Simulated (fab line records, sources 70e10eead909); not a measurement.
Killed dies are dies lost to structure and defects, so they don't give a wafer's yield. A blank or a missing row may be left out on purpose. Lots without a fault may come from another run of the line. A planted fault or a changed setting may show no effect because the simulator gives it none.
Chamber matching | flow nand_harc | NHARC_P_GATE_DESCUM_48 on rie_diel-11: 4 sister chambers
The step chemistry O2, time 3 s. 4 wafers are shown with their chamber, then 12 later ones without.

WAFERS WITH THEIR CHAMBER
wafer  | chamber | showerhead_plenum_p_Torr (Torr)
L082.4 | 1       | 1.94
L083.6 | 0       | 2.04
L090.5 | 2       | 1.86
L090.6 | 3       | 1.88

WAFERS WITHOUT THEIR CHAMBER
wafer  | showerhead_plenum_p_Torr (Torr)
L092.3 | 2.04
L092.4 | 1.88
L092.6 | 1.86
L094.4 | 2.04
L094.5 | 1.86
L094.6 | 1.88
L095.1 | 1.93
L095.5 | 2.04
L095.6 | 1.93
L097.1 | 2.03
L097.3 | 1.86
L097.6 | 1.87

WHICH CHAMBER EACH WENT THROUGH
wafer  | from the rows above     | in truth
L092.3 | 0                       | 0
L092.4 | 3                       | 3
L092.6 | 2                       | 2
L094.4 | 0                       | 0
L094.5 | 2                       | 2
L094.6 | 3                       | 3
L095.1 | 1                       | 1
L095.5 | 0                       | 0
L095.6 | 1                       | 1
L097.1 | 0                       | 0
L097.3 | 2                       | 2
L097.6 | can't be placed: 3 or 2 | 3
Placed correctly: 11 of 12. Can't be placed from these rows: 1 (the true chamber is among the candidates in 1). Placed wrongly: 0.
How it was worked out, from the rows above alone: a wafer's distance from a chamber is the root of the sum, over the readings, of the square of ((its reading less the chamber's mean) divided by the reading's scatter). The wafer belongs to the nearest chamber; if the next one is less than 2 further off, it can't be placed. A chamber's mean is the mean of its shown wafers. The scatter: with one shown wafer a chamber, the root of the mean of the squares of how far each hidden wafer lies from its nearest shown one.
